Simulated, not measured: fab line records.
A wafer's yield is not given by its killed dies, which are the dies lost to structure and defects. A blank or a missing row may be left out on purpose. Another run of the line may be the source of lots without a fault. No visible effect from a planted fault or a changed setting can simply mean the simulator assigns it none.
Which tool did it? -- flow nand harc -- 12 lots, 36 wafers sampled, at 3 steps of a route of 1159

== WHAT THE GAUGES READ, wafer by wafer ==
NHARC_A_M1_INSPECT_27.
lot,measured,on,raw defect count
L075,day 18 04:07,defect inspect-01,412 455 376
L077,day 18 06:16,defect inspect-02,403 283 326
L079,day 18 16:39,defect inspect-02,425 375 403
L081,day 19 05:27,defect inspect-01,550 488 490
L082,day 20 06:34,defect inspect-01,435 489 626
L084,day 20 22:14,defect inspect-02,299 497 560
L085,day 21 13:34,defect inspect-01,342 490 397
L090,day 22 03:57,defect inspect-02,434 393 390
L093,day 22 09:58,defect inspect-02,394 314 400
L094,day 22 20:20,defect inspect-02,445 456 387
L096,day 23 08:28,defect inspect-01,366 465 399
L095,day 23 13:33,defect inspect-01,427 440 439

== WHICH TOOL RAN EACH LOT (tool, then ch and the chambers of the sampled wafers, then the start) ==
lot,NHARC_A_M0_PRE_CLEAN_31,NHARC_A_M1_PVD_21
L075,"pecvd-03 ch 1,2, day 18 00:00","pvd sputter-01, day 18 04:07 or earlier"
L077,"pecvd-03 ch 0,1, day 18 02:10","pvd sputter-03, day 18 06:16 or earlier"
L079,"pecvd-02 ch 0,2, day 18 12:28","pvd sputter-02, day 18 16:39 or earlier"
L081,"pecvd-02 ch 1,2, day 19 01:29","pvd sputter-02, day 19 05:27 or earlier"
L082,"pecvd-04 ch 0,1,2, day 20 02:11","pvd sputter-01, day 20 06:34 or earlier"
L084,"pecvd-02 ch 0,1, day 20 18:10","pvd sputter-02, day 20 22:14 or earlier"
L085,"pecvd-03 ch 0,2, day 21 09:26","pvd sputter-01, day 21 13:34 or earlier"
L090,"pecvd-04 ch 0,2, day 21 23:50","pvd sputter-02, day 22 03:57 or earlier"
L093,"pecvd-04 ch 0,1,2, day 22 06:01","pvd sputter-03, day 22 09:58 or earlier"
L094,"pecvd-04 ch 0,1, day 22 16:14","pvd sputter-02, day 22 20:20 or earlier"
L096,"pecvd-03 ch 1,2, day 23 03:52","pvd sputter-02, day 23 08:28 or earlier"
L095,"pecvd-03 ch 1,2, day 23 09:35","pvd sputter-02, day 23 13:33 or earlier"
- NHARC_A_M0_PRE_CLEAN_31: time 12 s.
- NHARC_A_M1_PVD_21: deposits Cu, target thk 30 nm, time 20.49 s.

== THE ANSWER, worked out from the rows above alone ==
Rule: the usual values come from the lots themselves. Put in order of their means at a reading, lots are off if they are a third of the lots or fewer, leave a main group of 4 or more, and stand apart from it by a gap of 3 or more times the standard deviation of the main group's means; of several such gaps the widest counts. If all means in a main group match to the digits the tables above print for the reading, that group is not used. A lot without any number at a reading at which 4 lots or more have one is off too. The other lots that the step has rows for count as sound.
Nothing can be told from this: no lot is off at any reading shown.

== WHAT WAS PUT IN BY THE SIMULATOR ==
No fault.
